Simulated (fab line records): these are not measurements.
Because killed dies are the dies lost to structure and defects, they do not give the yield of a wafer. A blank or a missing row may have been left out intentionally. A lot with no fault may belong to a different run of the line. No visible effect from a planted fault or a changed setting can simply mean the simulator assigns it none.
What tool caused it? :: flow n5_finfet :: 24 wafers from 9 lots sampled at 6 of the route's 1938 steps

== WHAT EACH GAUGE READ, for each wafer ==
N5_BEOL_M3_CD_MEAS_11 targets a cd of 17.05 nm.
lot: L925
measured: day 7 02:25
on: cd_sem-02
cd_nm (nm): 17.13 16.95 16.90

lot: L928
measured: day 8 03:59
on: cd_sem-03
cd_nm (nm): 16.50 16.93 17.03

lot: L930
measured: day 9 08:17
on: cd_sem-01
cd_nm (nm): 17.04

lot: L938
measured: day 10 16:20
on: cd_sem-02
cd_nm (nm): 16.94 17.55 17.44

lot: L939
measured: day 10 20:06
on: cd_sem-02
cd_nm (nm): 16.93 17.22 17.14

lot: L941
measured: day 11 03:27
on: cd_sem-01
cd_nm (nm): 16.52 16.87 17.02

lot: L942
measured: day 11 20:46
on: cd_sem-01
cd_nm (nm): 16.80 16.30 16.67

lot: L944
measured: day 12 04:43
on: cd_sem-03
cd_nm (nm): 16.64 16.70

lot: L946
measured: day 13 01:08
on: cd_sem-03
cd_nm (nm): 16.98 17.09 17.13

N5_BEOL_M3_INSPECT_30: inspects for defects (brightfield).
lot: L925
measured: day 7 03:23
on: defect_inspect-02
raw_defect_count: 619 467 576

lot: L928
measured: day 8 05:08
on: defect_inspect-01
raw_defect_count: 359 360 400

lot: L930
measured: day 9 09:23
on: defect_inspect-02
raw_defect_count: 950

lot: L938
measured: day 10 17:32
on: defect_inspect-02
raw_defect_count: 451 430 441

lot: L939
measured: day 10 21:07
on: defect_inspect-02
raw_defect_count: 425 373 404

lot: L941
measured: day 11 04:25
on: defect_inspect-01
raw_defect_count: 524 408 541

lot: L942
measured: day 11 21:51
on: defect_inspect-02
raw_defect_count: 342 326 282

lot: L944
measured: day 12 05:47
on: defect_inspect-01
raw_defect_count: 412 342

lot: L946
measured: day 13 02:22
on: defect_inspect-02
raw_defect_count: 544 496 544

N5_BEOL_M4_RC_MEAS_101.
lot: L925
measured: day 7 23:35
on: prober-02
DIBL_N (mV/V): 35.3 39.2 34.3
DIBL_P (mV/V): 34.8 39.8 33.7
IOFF_N (nA/um): 0.16 0.24 0.13
IOFF_P (nA/um): 0.19 0.28 0.18
ION_N (uA/um): 679 696 673
ION_P (uA/um): 465 470 456
SS_N (mV/dec): 71.8 72.5 71.5
SS_P (mV/dec): 73.6 74.4 72.1
VT_N (mV): 246 243 251
VT_P (mV): -251 -245 -254

lot: L928
measured: day 9 02:04
on: prober-01
DIBL_N (mV/V): 36.2 36.6 36.1
DIBL_P (mV/V): 35.0 36.3 35.0
IOFF_N (nA/um): 0.17 0.18 0.16
IOFF_P (nA/um): 0.23 0.25 0.24
ION_N (uA/um): 682 670 667
ION_P (uA/um): 467 465 464
SS_N (mV/dec): 72.2 71.1 71.3
SS_P (mV/dec): 73.1 73.9 74.1
VT_N (mV): 249 248 251
VT_P (mV): -249 -244 -244

lot: L930
measured: day 10 08:24
on: prober-01
DIBL_N (mV/V): 35.3
DIBL_P (mV/V): 34.7
IOFF_N (nA/um): 0.15
IOFF_P (nA/um): 0.22
ION_N (uA/um): 689
ION_P (uA/um): 473
SS_N (mV/dec): 71.2
SS_P (mV/dec): 73.2
VT_N (mV): 249
VT_P (mV): -248

lot: L938
measured: day 11 14:49
on: prober-01
DIBL_N (mV/V): 37.4 35.4 37.1
DIBL_P (mV/V): 36.0 35.0 36.2
IOFF_N (nA/um): 0.17 0.14 0.16
IOFF_P (nA/um): 0.22 0.20 0.22
ION_N (uA/um): 666 672 683
ION_P (uA/um): 461 463 470
SS_N (mV/dec): 72.2 71.1 72.7
SS_P (mV/dec): 73.8 73.4 73.7
VT_N (mV): 253 254 253
VT_P (mV): -248 -253 -249

lot: L939
measured: day 11 18:20
on: prober-02
DIBL_N (mV/V): 33.9 36.5 36.3
DIBL_P (mV/V): 34.1 37.3 37.6
IOFF_N (nA/um): 0.14 0.19 0.19
IOFF_P (nA/um): 0.18 0.24 0.24
ION_N (uA/um): 675 692 685
ION_P (uA/um): 463 475 469
SS_N (mV/dec): 71.0 72.0 71.5
SS_P (mV/dec): 72.3 73.5 73.3
VT_N (mV): 250 244 245
VT_P (mV): -252 -247 -247

lot: L941
measured: day 12 01:15
on: prober-02
DIBL_N (mV/V): 33.9 35.7 37.2
DIBL_P (mV/V): 33.6 35.9 38.4
IOFF_N (nA/um): 0.13 0.16 0.19
IOFF_P (nA/um): 0.18 0.21 0.25
ION_N (uA/um): 674 689 684
ION_P (uA/um): 464 471 471
SS_N (mV/dec): 71.1 71.3 72.0
SS_P (mV/dec): 72.4 73.2 73.6
VT_N (mV): 251 247 246
VT_P (mV): -250 -251 -247

lot: L942
measured: day 12 18:06
on: prober-01
DIBL_N (mV/V): 38.9 36.7 36.8
DIBL_P (mV/V): 39.7 36.8 36.7
IOFF_N (nA/um): 0.17 0.14 0.15
IOFF_P (nA/um): 0.22 0.18 0.19
ION_N (uA/um): 672 672 663
ION_P (uA/um): 453 453 451
SS_N (mV/dec): 71.4 71.7 70.7
SS_P (mV/dec): 73.8 72.7 72.7
VT_N (mV): 251 252 248
VT_P (mV): -253 -253 -253

lot: L944
measured: day 12 21:07
on: prober-01
DIBL_N (mV/V): 35.5 35.4
DIBL_P (mV/V): 35.1 33.6
IOFF_N (nA/um): 0.15 0.14
IOFF_P (nA/um): 0.22 0.20
ION_N (uA/um): 683 669
ION_P (uA/um): 473 465
SS_N (mV/dec): 71.0 71.5
SS_P (mV/dec): 74.0 72.4
VT_N (mV): 248 253
VT_P (mV): -249 -250

lot: L946
measured: day 14 03:27
on: prober-01
DIBL_N (mV/V): 38.0 35.9 34.6
DIBL_P (mV/V): 39.9 36.3 34.2
IOFF_N (nA/um): 0.19 0.15 0.13
IOFF_P (nA/um): 0.26 0.20 0.17
ION_N (uA/um): 672 660 675
ION_P (uA/um): 464 453 457
SS_N (mV/dec): 71.5 71.2 71.2
SS_P (mV/dec): 73.8 73.0 72.9
VT_N (mV): 249 252 250
VT_P (mV): -245 -250 -249

== WHAT TOOL EACH LOT RAN ON (gives the tool, then ch and the chambers of the sampled wafers, and finally the start) ==
lot: L925
N5_BEOL_M3_ETCH_63: rie_diel-04 ch 0,1,2, day 7 02:36
N5_BEOL_M3_ETCH_64: rie_diel-04 ch 0,1,2, day 7 02:38
N5_BEOL_M3_VIA_ETCH_34: rie_diel-06 ch 0,3, day 7 04:55

lot: L928
N5_BEOL_M3_ETCH_63: rie_diel-04 ch 1,2,3, day 8 04:13
N5_BEOL_M3_ETCH_64: rie_diel-04 ch 1,2,3, day 8 04:15
N5_BEOL_M3_VIA_ETCH_34: rie_diel-04 ch 0,1,2, day 8 14:28

lot: L930
N5_BEOL_M3_ETCH_63: rie_diel-04 ch 0, day 9 08:37
N5_BEOL_M3_ETCH_64: rie_diel-04 ch 0, day 9 08:41
N5_BEOL_M3_VIA_ETCH_34: rie_diel-04 ch 0, day 9 16:07

lot: L938
N5_BEOL_M3_ETCH_63: rie_diel-06 ch 0,2, day 10 16:31
N5_BEOL_M3_ETCH_64: rie_diel-06 ch 0,2, day 10 16:32
N5_BEOL_M3_VIA_ETCH_34: rie_diel-04 ch 2,3, day 10 19:57

lot: L939
N5_BEOL_M3_ETCH_63: rie_diel-05 ch 0,1,3, day 10 20:19
N5_BEOL_M3_ETCH_64: rie_diel-05 ch 0,1,3, day 10 20:20
N5_BEOL_M3_VIA_ETCH_34: rie_diel-04 ch 0,1,3, day 10 23:02

lot: L941
N5_BEOL_M3_ETCH_63: rie_diel-06 ch 0,1, day 11 03:37
N5_BEOL_M3_ETCH_64: rie_diel-06 ch 0,1, day 11 03:39
N5_BEOL_M3_VIA_ETCH_34: rie_diel-04 ch 0,3, day 11 08:19

lot: L942
N5_BEOL_M3_ETCH_63: rie_diel-05 ch 0,2,3, day 11 20:56
N5_BEOL_M3_ETCH_64: rie_diel-05 ch 0,2,3, day 11 20:58
N5_BEOL_M3_VIA_ETCH_34: rie_diel-06 ch 0,2, day 12 01:58

lot: L944
N5_BEOL_M3_ETCH_63: rie_diel-06 ch 1,2, day 12 04:53
N5_BEOL_M3_ETCH_64: rie_diel-06 ch 1,2, day 12 04:55
N5_BEOL_M3_VIA_ETCH_34: rie_diel-06 ch 3, day 12 08:08

lot: L946
N5_BEOL_M3_ETCH_63: rie_diel-05 ch 1,2,3, day 13 01:27
N5_BEOL_M3_ETCH_64: rie_diel-05 ch 1,2,3, day 13 01:29
N5_BEOL_M3_VIA_ETCH_34: rie_diel-06 ch 0,3, day 13 11:47
- N5_BEOL_M3_ETCH_63: etches SiARC in CF4, target depth 15.6 nm, time 26 s.
- N5_BEOL_M3_ETCH_64: etches SOC in N2/H2, target depth 75 nm, overetch 15 nm, time 112.5 s.
- N5_BEOL_M3_VIA_ETCH_34: etches the open film in C4F6/O2, target depth 69.4 nm, time 65.9 s.

== WHAT THE TOOLS THEMSELVES READ (means of the sampled wafers that have a number; where no wafer has one, the mark that the record gives instead) ==
N5_BEOL_M3_ETCH_63.
lot: L925
tool: rie_diel-04
drypump_motor_current_A (A): 6.0
etch_rf_on_time_s (s): 26.0
mfc_ar_sccm (sccm): 100.4
oes_product_au (a.u.): 0.65
rf_vpp_V (V): 184.0
showerhead_plenum_p_Torr (Torr): 2.14
throttle_valve_pct (%): 15.78

lot: L928
tool: rie_diel-04
drypump_motor_current_A (A): 5.8
etch_rf_on_time_s (s): 25.8
mfc_ar_sccm (sccm): 100.2
oes_product_au (a.u.): 0.61
rf_vpp_V (V): 184.1
showerhead_plenum_p_Torr (Torr): 2.16
throttle_valve_pct (%): 15.86

lot: L930
tool: rie_diel-04
drypump_motor_current_A (A): 6.3
etch_rf_on_time_s (s): 26.0
mfc_ar_sccm (sccm): 100.4
oes_product_au (a.u.): 0.72
rf_vpp_V (V): 185.0
showerhead_plenum_p_Torr (Torr): 2.17
throttle_valve_pct (%): 15.80

lot: L938
tool: rie_diel-06
drypump_motor_current_A (A): 5.9
etch_rf_on_time_s (s): 25.6
mfc_ar_sccm (sccm): 100.1
oes_product_au (a.u.): 0.75
rf_vpp_V (V): 185.8
showerhead_plenum_p_Torr (Torr): 2.25
throttle_valve_pct (%): 15.62

lot: L939
tool: rie_diel-05
drypump_motor_current_A (A): 5.5
etch_rf_on_time_s (s): 26.4
mfc_ar_sccm (sccm): 99.9
oes_product_au (a.u.): 0.66
rf_vpp_V (V): 183.9
showerhead_plenum_p_Torr (Torr): 2.05
throttle_valve_pct (%): 15.65

lot: L941
tool: rie_diel-06
drypump_motor_current_A (A): 5.3
etch_rf_on_time_s (s): 25.5
mfc_ar_sccm (sccm): 100.0
oes_product_au (a.u.): 0.75
rf_vpp_V (V): 185.5
showerhead_plenum_p_Torr (Torr): 2.27
throttle_valve_pct (%): 15.32

lot: L942
tool: rie_diel-05
drypump_motor_current_A (A): 5.3
etch_rf_on_time_s (s): 26.5
mfc_ar_sccm (sccm): 99.8
oes_product_au (a.u.): 0.65
rf_vpp_V (V): 182.7
showerhead_plenum_p_Torr (Torr): 2.09
throttle_valve_pct (%): 15.74

lot: L944
tool: rie_diel-06
drypump_motor_current_A (A): 5.4
etch_rf_on_time_s (s): 25.6
mfc_ar_sccm (sccm): 100.2
oes_product_au (a.u.): 0.73
rf_vpp_V (V): 184.8
showerhead_plenum_p_Torr (Torr): 2.24
throttle_valve_pct (%): 15.25

lot: L946
tool: rie_diel-05
drypump_motor_current_A (A): 5.2
etch_rf_on_time_s (s): 26.6
mfc_ar_sccm (sccm): 99.8
oes_product_au (a.u.): 0.61
rf_vpp_V (V): 183.6
showerhead_plenum_p_Torr (Torr): 2.08
throttle_valve_pct (%): 15.85

N5_BEOL_M3_ETCH_64.
lot: L925
tool: rie_diel-04
drypump_motor_current_A (A): 6.0
h2_flow_sccm (sccm): 200.1
oes_product_au (a.u.): 0.61
rf_vpp_V (V): 524.3
showerhead_plenum_p_Torr (Torr): 2.54
throttle_valve_pct (%): 17.91

lot: L928
tool: rie_diel-04
drypump_motor_current_A (A): 5.8
h2_flow_sccm (sccm): 199.6
oes_product_au (a.u.): 0.57
rf_vpp_V (V): 525.0
showerhead_plenum_p_Torr (Torr): 2.55
throttle_valve_pct (%): 17.96

lot: L930
tool: rie_diel-04
drypump_motor_current_A (A): 6.3
h2_flow_sccm (sccm): 199.6
oes_product_au (a.u.): 0.66
rf_vpp_V (V): 524.9
showerhead_plenum_p_Torr (Torr): 2.57
throttle_valve_pct (%): 17.96

lot: L938
tool: rie_diel-06
drypump_motor_current_A (A): 5.9
h2_flow_sccm (sccm): 200.3
oes_product_au (a.u.): 0.68
rf_vpp_V (V): 527.2
showerhead_plenum_p_Torr (Torr): 2.68
throttle_valve_pct (%): 17.89

lot: L939
tool: rie_diel-05
drypump_motor_current_A (A): 5.5
h2_flow_sccm (sccm): 200.3
oes_product_au (a.u.): 0.62
rf_vpp_V (V): 521.0
showerhead_plenum_p_Torr (Torr): 2.45
throttle_valve_pct (%): 17.93

lot: L941
tool: rie_diel-06
drypump_motor_current_A (A): 5.3
h2_flow_sccm (sccm): 199.9
oes_product_au (a.u.): 0.69
rf_vpp_V (V): 528.8
showerhead_plenum_p_Torr (Torr): 2.70
throttle_valve_pct (%): 17.52

lot: L942
tool: rie_diel-05
drypump_motor_current_A (A): 5.3
h2_flow_sccm (sccm): 200.3
oes_product_au (a.u.): 0.61
rf_vpp_V (V): 521.6
showerhead_plenum_p_Torr (Torr): 2.48
throttle_valve_pct (%): 17.97

lot: L944
tool: rie_diel-06
drypump_motor_current_A (A): 5.4
h2_flow_sccm (sccm): 199.9
oes_product_au (a.u.): 0.68
rf_vpp_V (V): 527.6
showerhead_plenum_p_Torr (Torr): 2.63
throttle_valve_pct (%): 17.40

lot: L946
tool: rie_diel-05
drypump_motor_current_A (A): 5.2
h2_flow_sccm (sccm): 198.9
oes_product_au (a.u.): 0.58
rf_vpp_V (V): 521.3
showerhead_plenum_p_Torr (Torr): 2.47
throttle_valve_pct (%): 18.10

N5_BEOL_M3_VIA_ETCH_34.
lot: L925
tool: rie_diel-06
drypump_motor_current_A (A): 5.7
mfc_ar_sccm (sccm): 299.7
oes_product_au (a.u.): 0.88
rf_vpp_V (V): 669
showerhead_plenum_p_Torr (Torr): 3.02
throttle_valve_pct (%): 30.88

lot: L928
tool: rie_diel-04
drypump_motor_current_A (A): 6.0
mfc_ar_sccm (sccm): 300.7
oes_product_au (a.u.): 0.75
rf_vpp_V (V): 665
showerhead_plenum_p_Torr (Torr): 2.84
throttle_valve_pct (%): 30.82

lot: L930
tool: rie_diel-04
drypump_motor_current_A (A): 6.3
mfc_ar_sccm (sccm): 300.2
oes_product_au (a.u.): 0.83
rf_vpp_V (V): 652
showerhead_plenum_p_Torr (Torr): 2.89
throttle_valve_pct (%): 31.08

lot: L938
tool: rie_diel-04
drypump_motor_current_A (A): 5.8
mfc_ar_sccm (sccm): 299.2
oes_product_au (a.u.): 0.71
rf_vpp_V (V): 663
showerhead_plenum_p_Torr (Torr): 2.85
throttle_valve_pct (%): 31.05

lot: L939
tool: rie_diel-04
drypump_motor_current_A (A): 6.0
mfc_ar_sccm (sccm): 300.2
oes_product_au (a.u.): 0.74
rf_vpp_V (V): 662
showerhead_plenum_p_Torr (Torr): 2.91
throttle_valve_pct (%): 30.94

lot: L941
tool: rie_diel-04
drypump_motor_current_A (A): 6.1
mfc_ar_sccm (sccm): 300.8
oes_product_au (a.u.): 0.78
rf_vpp_V (V): 654
showerhead_plenum_p_Torr (Torr): 2.90
throttle_valve_pct (%): 31.11

lot: L942
tool: rie_diel-06
drypump_motor_current_A (A): 5.9
mfc_ar_sccm (sccm): 300.3
oes_product_au (a.u.): 0.87
rf_vpp_V (V): 670
showerhead_plenum_p_Torr (Torr): 2.99
throttle_valve_pct (%): 31.02

lot: L944
tool: rie_diel-06
drypump_motor_current_A (A): 5.6
mfc_ar_sccm (sccm): 298.4
oes_product_au (a.u.): 0.81
rf_vpp_V (V): 668
showerhead_plenum_p_Torr (Torr): 2.99
throttle_valve_pct (%): 30.74

lot: L946
tool: rie_diel-06
drypump_motor_current_A (A): 5.8
mfc_ar_sccm (sccm): 300.5
oes_product_au (a.u.): 0.84
rf_vpp_V (V): 668
showerhead_plenum_p_Torr (Torr): 3.01
throttle_valve_pct (%): 31.06

== THE ANSWER, worked out from the rows above alone ==
Rule: the lots themselves supply what counts as usual. The widest of any qualifying gaps counts: lots, ordered by their means at a reading, are off when they make up no more than a third of the lots, leave a main group of 4 or more, and stand apart from it by 3 or more times the standard deviation of that group's means. A main group whose means are all the same, to the digits that the tables above print for the reading, isn't used. A lot without any number at a reading at which 4 lots or more have one is off too. The other lots that the step has rows for count as sound. The gauges are gone through in route order, then the tools' own readings, and for those a lot's mean is taken as printed above. The first step at which some lot is off is used, and at that step the reading that is off furthest; a lot without a number counts as furthest.
Off: L930 (N5_BEOL_M3_INSPECT_30, raw_defect_count). The main group has a mean of 435 with a standard deviation of 78.
A tool fits if, at a process step before that reading, it ran every lot that is off, and no sound lot after the first of them. Gauges at N5_BEOL_M3_INSPECT_30: tried the same way as those tools. One fits: N5_BEOL_M3_ETCH_63 and N5_BEOL_M3_ETCH_64 on rie_diel-04. At N5_BEOL_M3_ETCH_63 its last sound lot is L928 (day 8 04:13), its first lot that is off L930 (day 9 08:37): a fault that began between those two fits.

== WHAT WAS PUT IN BY THE SIMULATOR ==
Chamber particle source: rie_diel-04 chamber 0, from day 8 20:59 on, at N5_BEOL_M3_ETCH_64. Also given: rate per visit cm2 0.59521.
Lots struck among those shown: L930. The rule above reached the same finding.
